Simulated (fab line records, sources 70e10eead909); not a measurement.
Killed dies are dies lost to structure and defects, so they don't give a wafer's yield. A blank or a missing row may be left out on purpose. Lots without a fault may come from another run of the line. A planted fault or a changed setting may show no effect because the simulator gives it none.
Chamber matching | flow nand_harc | NHARC_A_CHANNEL_FILL_D1_ALD_02 on ald_hk-01: 4 sister chambers
The step deposits SiO2, target thk 6 nm, pulse time 10 s, ald cycles 60. 18 wafers are shown with their chamber, then 9 later ones without.

WAFERS WITH THEIR CHAMBER
wafer  | chamber | heater_power_w (W) | precursor_pulse_height_rel
L077.2 | 0       | 507                | 1.000
L077.3 | 3       | 434                | 1.007
L077.5 | 0       | 507                | 1.010
L076.2 | 1       | 489                | 1.007
L076.5 | 1       | 478                | 1.043
L076.6 | 0       | 508                | 0.990
L078.1 | 3       | 440                | 0.978
L078.2 | 0       | 502                | 0.978
L078.3 | 2       | 542                | 0.985
L078.4 | 1       | 477                | 0.978
L078.5 | 0       | 513                | 1.019
L078.6 | 1       | 479                | 0.999
L080.2 | 1       | 483                | 0.983
L080.4 | 3       | 431                | 1.010
L080.5 | 2       | 546                | 1.013
L087.1 | 0       | 488                | 0.966
L087.3 | 2       | 556                | 0.989
L087.5 | 3       | 428                | 0.990

SIGNATURES (means of the wafers above)
reading                    | chamber 0 | chamber 1 | chamber 2 | chamber 3 | scatter within a chamber
heater_power_w             | 504.17    | 481.20    | 548.00    | 433.25    | 6.84
precursor_pulse_height_rel | 0.99383   | 1.00200   | 0.99567   | 0.99625   | 0.0203
Rule: a wafer's distance from a chamber is the root of the sum, over the readings, of the square of ((its reading less the chamber's mean) divided by the reading's scatter). The wafer belongs to the nearest chamber; if the next one is less than 2 further off, it can't be placed. The scatter: the root of (the sum of the squares of (reading less its chamber's mean) over the shown wafers, divided by (wafers less chambers)).

WAFERS WITHOUT THEIR CHAMBER
wafer  | heater_power_w (W) | precursor_pulse_height_rel
L085.1 | 429                | 1.041
L085.3 | 490                | 0.998
L085.6 | 428                | 1.008
L089.2 | 479                | 0.989
L089.4 | 561                | 1.008
L089.5 | 561                | 0.992
L097.1 | 495                | 0.975
L097.2 | 432                | 1.017
L097.5 | 416                | 0.993

WHICH CHAMBER EACH WENT THROUGH
wafer  | from the rows above     | in truth
L085.1 | 3                       | 3
L085.3 | can't be placed: 1 or 0 | 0
L085.6 | 3                       | 3
L089.2 | 1                       | 1
L089.4 | 2                       | 2
L089.5 | 2                       | 2
L097.1 | can't be placed: 0 or 1 | 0
L097.2 | 3                       | 3
L097.5 | 3                       | 3
Placed correctly: 7 of 9. Can't be placed from these rows: 2 (the true chamber is among the candidates in 2). Placed wrongly: 0.
